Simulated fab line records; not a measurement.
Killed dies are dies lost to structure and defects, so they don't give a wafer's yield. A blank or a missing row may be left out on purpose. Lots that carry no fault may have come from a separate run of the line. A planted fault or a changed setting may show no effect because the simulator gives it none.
Which of the tools did it? -- flow n5_finfet -- 9 lots, 27 wafers sampled, at 5 steps of a route of 1938

## WHAT EACH GAUGE READ, for each wafer
N5_BEOL_M4_RC_MEAS_101. Usual: DIBL_N 36.3 mV/V, standard deviation 1.8; DIBL_P 36.5 mV/V, standard deviation 2.1; IOFF_N 0.16 nA/um, standard deviation 0.031; IOFF_P 0.22 nA/um, standard deviation 0.038; ION_N 677 uA/um, standard deviation 12; ION_P 466 uA/um, standard deviation 7.8; SS_N 71.5 mV/dec, standard deviation 0.61; SS_P 73.2 mV/dec, standard deviation 0.7; VT_N 249 mV, standard deviation 3; VT_P -248.9 mV, standard deviation 3.
lot,measured,on,DIBL_N (mV/V),DIBL_P (mV/V),IOFF_N (nA/um),IOFF_P (nA/um),ION_N (uA/um),ION_P (uA/um),SS_N (mV/dec),SS_P (mV/dec),VT_N (mV),VT_P (mV),flag
L607,day 8 17:48,prober-02,32.9 38.3 37.4,32.6 39.2 38.4,0.10 0.17 0.18,0.14 0.22 0.21,663 668 686,462 453 469,70.6 72.1 71.9,72.1 73.9 72.8,254 249 249,-253.9 -248.2 -249.4,
L609,day 9 09:10,prober-02,35.9 36.7 36.4,36.8 37.7 37.2,0.15 0.17 0.16,0.20 0.22 0.20,667 664 687,456 459 463,72.2 72.4 71.9,73.3 73.4 73.5,250 252 248,-249.2 -251.5 -251.7,
L610,day 9 15:04,prober-02,38.6 36.0 37.0,37.6 36.0 36.9,0.19 0.16 0.17,0.25 0.23 0.23,681 691 694,468 473 472,71.4 71.2 70.9,74.4 73.8 73.6,248 247 248,-248.4 -246.6 -249.9,
L614,day 10 10:07,prober-02,36.3 34.8 38.2,36.3 34.0 39.1,0.14 0.12 0.18,0.18 0.15 0.22,665 664 693,455 455 465,71.3 71.0 70.9,73.1 72.9 74.1,252 256 249,-255.5 -258.4 -252.0,
L622,day 12 03:20,prober-01,36.0 35.6 37.9,35.1 34.4 37.3,0.14 0.13 0.18,0.21 0.20 0.24,665 664 685,461 459 462,70.5 71.0 71.1,71.8 72.4 73.0,251 253 249,-251.0 -252.6 -247.0,
L625,day 12 20:28,prober-01,38.0 38.1 37.2,37.9 39.2 37.7,0.18 0.18 0.17,0.22 0.24 0.21,666 680 685,456 475 466,71.7 72.4 71.8,74.5 73.8 73.5,249 248 246,-250.5 -251.5 -250.0,
L626,day 13 12:35,prober-02,33.1 34.5 35.5,33.0 34.4 35.7,0.12 0.14 0.16,0.19 0.21 0.23,661 685 669,466 470 469,70.7 70.8 70.9,71.9 73.4 72.7,255 251 248,-247.7 -247.6 -248.0,
L627,day 13 19:41,prober-02,32.2 32.5 33.8,32.2 32.5 33.8,0.10 0.11 0.12,0.15 0.15 0.17,641 671 650,449 462 453,70.8 70.4 70.7,72.1 72.4 72.5,256 255 253,-254.0 -252.8 -252.0,
L629,day 14 01:23,prober-01,34.1 34.1 38.3,35.5 34.8 40.8,0.14 0.14 0.23,0.20 0.19 0.31,680 661 698,469 457 477,71.8 71.4 71.7,72.6 72.4 73.5,250 249 245,-250.0 -249.1 -246.5,

## EACH LOT AND THE TOOL THAT RAN IT (in order: tool; ch and the chambers of the sampled wafers; start)
lot,N5_HKMG_FIN_STRIP_19,N5_HKMG_FIN_ETCH_67,N5_HKMG_FIN_STRIP_69,N5_HKMG_FIN_ALD_21
L607,"plasma_asher-01 ch 0,1, day 4 09:40","rie_diel-02 ch 0,2, day 4 11:37","plasma_asher-01 ch 0,1, day 4 11:59","ald_metal-03 ch 1,2, day 4 12:22"
L609,"plasma_asher-02 ch 0,1, day 4 22:14","rie_diel-02 ch 0,2, day 5 00:02","plasma_asher-01 ch 0,1, day 5 00:23","ald_metal-03 ch 0,2,3, day 5 00:47"
L610,"plasma_asher-01 ch 0,1, day 5 03:05","rie_diel-02 ch 0,3, day 5 04:56","plasma_asher-01 ch 0,1, day 5 05:17","ald_metal-01 ch 0,2,3, day 5 05:40"
L614,"plasma_asher-02 ch 0,1, day 6 03:46","rie_diel-02 ch 0,3, day 6 05:35","plasma_asher-02 ch 0,1, day 6 05:57","ald_metal-02 ch 0,1, day 6 06:20"
L622,"plasma_asher-02 ch 0,1, day 8 04:02","rie_diel-01 ch 0,1,2, day 8 05:58","plasma_asher-01 ch 0,1, day 8 06:26","ald_metal-01 ch 1,3, day 8 06:49"
L625,"plasma_asher-01 ch 0, day 9 00:11","rie_diel-05 ch 0,1, day 9 02:08","plasma_asher-02 ch 0,1, day 9 02:33","ald_metal-02 ch 0,2,3, day 9 02:56"
L626,"plasma_asher-02 ch 0,1, day 9 03:09","rie_diel-01 ch 0,2,3, day 9 05:02","plasma_asher-02 ch 1, day 9 05:24","ald_metal-01 ch 0,1,3, day 9 05:47"
L627,"plasma_asher-02 ch 0, day 9 07:15","rie_diel-02 ch 1,2, day 9 09:04","plasma_asher-01 ch 0,1, day 9 09:25","ald_metal-02 ch 2,3, day 9 09:48"
L629,"plasma_asher-01 ch 0,1, day 10 00:16","rie_diel-02 ch 0,1,2, day 10 02:06","plasma_asher-02 ch 0,1, day 10 02:35","ald_metal-03 ch 0,1,3, day 10 03:01"
- N5_HKMG_FIN_STRIP_19: strips in N2/H2, time 360 s.
- N5_HKMG_FIN_ETCH_67: etches SOC in N2/H2, stops on TiN, target depth 388.9 nm.
- N5_HKMG_FIN_STRIP_69: strips in N2/H2, time 360 s.
- N5_HKMG_FIN_ALD_21: deposits TiN, target thk 1.5 nm, pulse time 1 s, purge time 3 s.

## AS READ BY THE TOOLS THEMSELVES (means over the sampled wafers that have a number; for cases with no such wafer, the mark the record gives instead)
N5_HKMG_FIN_STRIP_19. Usual: drypump_motor_current_A 5.6 A, standard deviation 0.55; heater_power_w 438 W, standard deviation 19.
lot,tool,drypump_motor_current_A (A),heater_power_w (W),flag
L607,plasma_asher-01,6.0,447,
L609,plasma_asher-02,5.7,430,
L610,plasma_asher-01,5.6,454,
L614,plasma_asher-02,5.3,436,
L622,plasma_asher-02,5.3,438,
L625,plasma_asher-01,5.3,474,
L626,plasma_asher-02,5.4,433,
L627,plasma_asher-02,6.1,429,
L629,plasma_asher-01,5.6,453,

N5_HKMG_FIN_ETCH_67. Usual: value, then standard deviation, for each; chamber_pressure_mTorr 30.005 mTorr / 0.024; drypump_motor_current_A 5.9 A / 0.53; oes_product_au 0.77 a.u. / 0.089; rf_fwd_power_W 844 W / 3.4; rf_vpp_V 241.0 V / 1.5; showerhead_plenum_p_Torr 2.57 Torr / 0.098; throttle_valve_pct 17.75 % / 0.22.
lot,tool,chamber_pressure_mTorr (mTorr),drypump_motor_current_A (A),oes_product_au (a.u.),rf_fwd_power_W (W),rf_vpp_V (V),showerhead_plenum_p_Torr (Torr),throttle_valve_pct (%),flag
L607,rie_diel-02,30.012,6.1,0.76,844,241.2,2.62,17.61,
L609,rie_diel-02,30.012,6.1,0.76,848,241.1,2.62,17.62,
L610,rie_diel-02,30.002,6.2,0.81,1049,224.6,2.65,17.53,OFF
L614,rie_diel-02,30.009,6.1,0.79,1050,224.2,2.65,17.54,OFF
L622,rie_diel-01,30.007,6.0,0.75,841,240.6,2.54,17.85,
L625,rie_diel-05,30.005,6.2,0.70,845,240.0,2.55,17.71,
L626,rie_diel-01,29.998,5.6,0.75,839,239.8,2.48,17.73,
L627,rie_diel-02,30.001,6.0,0.82,848,241.6,2.62,17.82,
L629,rie_diel-02,30.014,6.1,0.79,846,241.5,2.63,17.68,

N5_HKMG_FIN_STRIP_69. Usual: drypump_motor_current_A 5.7 A, standard deviation 0.54; heater_power_w 441 W, standard deviation 24.
lot,tool,drypump_motor_current_A (A),heater_power_w (W),flag
L607,plasma_asher-01,5.6,455,
L609,plasma_asher-01,6.0,429,
L610,plasma_asher-01,6.0,439,
L614,plasma_asher-02,5.4,427,
L622,plasma_asher-01,5.6,456,
L625,plasma_asher-02,5.7,427,
L626,plasma_asher-02,4.9,428,
L627,plasma_asher-01,5.6,456,
L629,plasma_asher-02,5.7,436,

N5_HKMG_FIN_ALD_21. Usual: heater_power_w 898 W, standard deviation 93; precursor_pulse_height_rel 1.002, standard deviation 0.019.
lot,tool,heater_power_w (W),precursor_pulse_height_rel,flag
L607,ald_metal-03,899,1.002,
L609,ald_metal-03,958,1.012,
L610,ald_metal-01,914,1.025,
L614,ald_metal-02,846,1.013,
L622,ald_metal-01,843,1.020,
L625,ald_metal-02,914,1.025,
L626,ald_metal-01,845,0.982,
L627,ald_metal-02,982,1.002,
L629,ald_metal-03,897,1.003,

## THE ANSWER, worked out from the rows above alone
Rule: lot off if the mean of its wafers having a number is beyond 3 standard deviations from the usual mean. A lot without any number at a reading at which 4 lots or more have one is off too. The other lots that the step has rows for count as sound. Order of review: gauges by route order, followed by the tools' own readings, for which a lot's mean as printed above is used. The first step at which some lot is off is used, and at that step the reading that is off furthest; a lot without a number counts as furthest.
Off: L610, L614, at N5_HKMG_FIN_ETCH_67 (rf_fwd_power_W).
If a tool, at that step or one of the process steps before it, ran each lot that is off and ran no sound lot following the first of them, it fits. Not one of the candidates tried fits.

## WHAT WAS PUT IN BY THE SIMULATOR
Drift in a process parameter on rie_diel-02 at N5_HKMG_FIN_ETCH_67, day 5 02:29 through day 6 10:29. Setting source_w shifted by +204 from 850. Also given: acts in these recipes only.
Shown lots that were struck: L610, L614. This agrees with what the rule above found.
